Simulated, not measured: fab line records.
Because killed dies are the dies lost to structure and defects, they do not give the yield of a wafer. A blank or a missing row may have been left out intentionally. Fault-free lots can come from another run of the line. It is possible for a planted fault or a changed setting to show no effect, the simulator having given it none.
Comparing a struck lot with a sound one + flow n5 finfet + 32 steps out of a route of 1938
Sound: the wafers L446.2, L446.4, L446.6. Struck: wafers L445.1, L445.3, L445.5. The cause is named last.
Per side, at each step with rows, come the tool, then ch with its chambers, and then its first start. Under that, the readings that differ: sound wafers + struck wafers + difference of the means + sigmas: that difference in standard deviations of wafers without a fault.
alike: same words and numbers on both sides, and readings whose means sit less than 2 such deviations apart. not compared: any withheld reading, any reading some wafer has no value for, any bound like >300 that may hide the same value, and any number with overlapping values for which the record gives no deviation.
Wherever a step has rows on one side only, a row that says differs or no value, or a row with sigmas, the two part there. Numbers that don't overlap but have no deviation are shown without sigmas and don't part them. A reading missing from all wafers of one side parts the sides only when that side holds two or more wafers.

first, 3 steps without rows for these wafers: N5_GATE_CUT_SRD_32 (time 30 s); N5_GATE_CUT_SAC_CAP_01 (material SiNx, target thk 24 nm, pulse time 1 s, ald cycles 480); N5_GATE_CUT_PECVD_57 (deposits SiNx from SiH4/NH3/N2, target thk 21 nm).
N5_GATE_CUT_CMP_02: polishes, stops on SiO2, t overpolish 12.7 s, target thk 0 nm.
  sound on cmp-01 ch 1,2,3, day 8 10:29; struck on cmp-01 ch 0,3, day 8 07:43
  alike: motor current A, overpolish run s, time to endpoint s
N5_GATE_CUT_HM_DEP_46: deposits SiO2 from TEOS/O2, target thk 130 nm, time 26.6 s.
  sound on pecvd-04 ch 0,1, day 8 10:45; struck on pecvd-03 ch 0,2, day 8 08:02
  alike: heater power w, showerhead plenum p Torr, throttle valve pct
  not compared: since wet clean h
then, 6 steps without rows for these wafers: N5_GATE_CUT_COAT_34 (time 60 s, resist thk 60 nm); N5_GATE_CUT_COAT_35 (time 60 s, resist thk 10 nm); N5_GATE_CUT_COAT_27 (time 60 s, resist thk 10 nm); N5_GATE_CUT_COAT_07 (resist thk 30 nm); N5_GATE_CUT_EBR_09; N5_GATE_CUT_SOFTBAKE_08 (time 60 s).
N5_GATE_CUT_EXPOSE_10: exposes mask GATE CUT, target cd 20 nm.
  sound on euv scanner-02 ch 0, day 8 11:05; struck on euv scanner-01 ch 0, day 8 08:22
| reading              | sound             | struck            | difference | sigmas |
|----------------------|-------------------|-------------------|------------|--------|
| exposure dose mJ cm2 | 43.28 43.30 43.32 | 40.76 40.74 40.70 | -2.57      | -46    |
  alike: mask
then, 2 steps without rows for these wafers: N5_GATE_CUT_PEB_11 (peb time 60 s); N5_GATE_CUT_DEVELOP_12 (develop time 30 s).
N5_GATE_CUT_CD_MEAS_13: the cd target is 20 nm.
  sound on cd sem-01 ch 0, day 8 11:13; struck on cd sem-02 ch 0, day 8 08:30
| reading    | sound             | struck            | difference | sigmas |
|------------|-------------------|-------------------|------------|--------|
| cd nm (nm) | 20.28 20.26 20.27 | 19.03 18.98 19.03 | -1.26      | -4     |
N5_GATE_CUT_OVL_MEAS_14:
  sound on overlay-01 ch 0, day 8 11:15; struck on overlay-02 ch 0, day 8 08:32
  alike: GATE_CUT_OVL
N5_GATE_CUT_INSPECT_15: inspects for defects (brightfield).
  sound: defect inspect-01 at day 8 11:18; struck: defect inspect-01 at day 8 08:35
  alike: raw defect count
N5_GATE_CUT_DESCUM_18: chemistry O2, time 7 s.
  sound on rie diel-03 ch 1,3, day 8 11:20; struck on rie diel-01 ch 1,2,3, day 8 08:38
| reading                   | sound        | struck     | difference | sigmas |
|---------------------------|--------------|------------|------------|--------|
| model.GATE_CUT.cd nm (nm) | 20 20.4 20.2 | 18.8 19 19 | -1.3       |        |
  alike: drypump motor current A, oes product au, rf vpp V, showerhead plenum p Torr, throttle valve pct
  not compared: rf hours counter h
then, 1 step without rows for these wafers: N5_GATE_CUT_ETCH_28 (etches underlayer in N2/H2, target depth 13 nm, time 10.4 s).
N5_GATE_CUT_ETCH_36: etches SiARC in CF4, target depth 13 nm, time 21.7 s.
  sound on rie diel-03 ch 1,3, day 8 11:23; struck on rie diel-01 ch 1,2,3, day 8 08:41
  alike: drypump motor current A, etch rf on time s, oes product au, rf vpp V, showerhead plenum p Torr, throttle valve pct
  not compared: rf hours counter h
then, 3 steps without rows for these wafers: N5_GATE_CUT_ETCH_37 (etches SOC in N2/H2, target depth 60 nm, overetch 12 nm, time 90 s); N5_GATE_CUT_STRIP_38 (strips in N2/H2); N5_GATE_CUT_STRIP_39 (strips in N2/H2).
N5_GATE_CUT_HM_OPEN_40: chemistry C4F6/O2, target SiO2, target depth 139 nm, time 85.1 s.
  sound on rie diel-03 ch 1,3, day 8 11:30; struck on rie diel-01 ch 1,2,3, day 8 08:47
  alike: drypump motor current A, etch rf on time s, oes product au, rf vpp V, showerhead plenum p Torr, throttle valve pct
  not compared: rf hours counter h
then, 1 step without rows for these wafers: N5_GATE_CUT_STRIP_41 (strips in CF4).
N5_GATE_CUT_STRIP_42: strips in O2.
  sound on rie diel-03 ch 1,3, day 8 11:35; struck on rie diel-01 ch 1,2,3, day 8 08:52
  alike: drypump motor current A, oes product au, rf vpp V, showerhead plenum p Torr, throttle valve pct
  not compared: rf hours counter h
then, 4 steps without rows for these wafers: N5_GATE_CUT_ETCH_19 (etches SiNx in CH3F/O2, target depth 53.7 nm, time 76.7 s); N5_GATE_CUT_CUT_ETCH_53 (etches W in SF6/Cl2, target depth 79.2 nm); N5_GATE_CUT_CUT_ETCH_54 (etches TiN in Cl2/BCl3, target depth 96.7 nm); N5_GATE_CUT_CUT_ETCH_55 (etches HfO2 in BCl3, target depth 3.2 nm).
N5_GATE_CUT_ETCH_47: etches SiO2 in Cl2/BCl3, target depth 10 nm.
  sound on rie metal-03 ch 0,1, day 8 11:53; struck on rie metal-03 ch 0,1, day 8 09:10
| reading                   | sound          | struck         | difference | sigmas |
|---------------------------|----------------|----------------|------------|--------|
| model.GATE_CUT.cd nm (nm) | 19.8 20.8 20.8 | 19.2 19.4 19.6 | -1.1       |        |
  alike: drypump motor current A, oes product au, throttle valve pct
  not compared: rf hours counter h
then, 1 step without rows for these wafers: N5_GATE_CUT_VAPOR_ETCH_48 (etches TiN in BCl3/Cl2).

WHERE THEY PART
At N5_GATE_CUT_EXPOSE_10 first; at N5_GATE_CUT_CD_MEAS_13 last (within this record only). Later steps at which nothing parts them and some readings are alike: N5_GATE_CUT_OVL_MEAS_14, N5_GATE_CUT_INSPECT_15, N5_GATE_CUT_DESCUM_18, N5_GATE_CUT_ETCH_36, N5_GATE_CUT_HM_OPEN_40, N5_GATE_CUT_STRIP_42, N5_GATE_CUT_ETCH_47.

WHY: what the simulator had put in
Process parameter drift: euv scanner-01, from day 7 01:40 on, at N5_GATE_CUT_EXPOSE_10. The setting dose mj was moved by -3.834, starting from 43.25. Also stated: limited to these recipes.
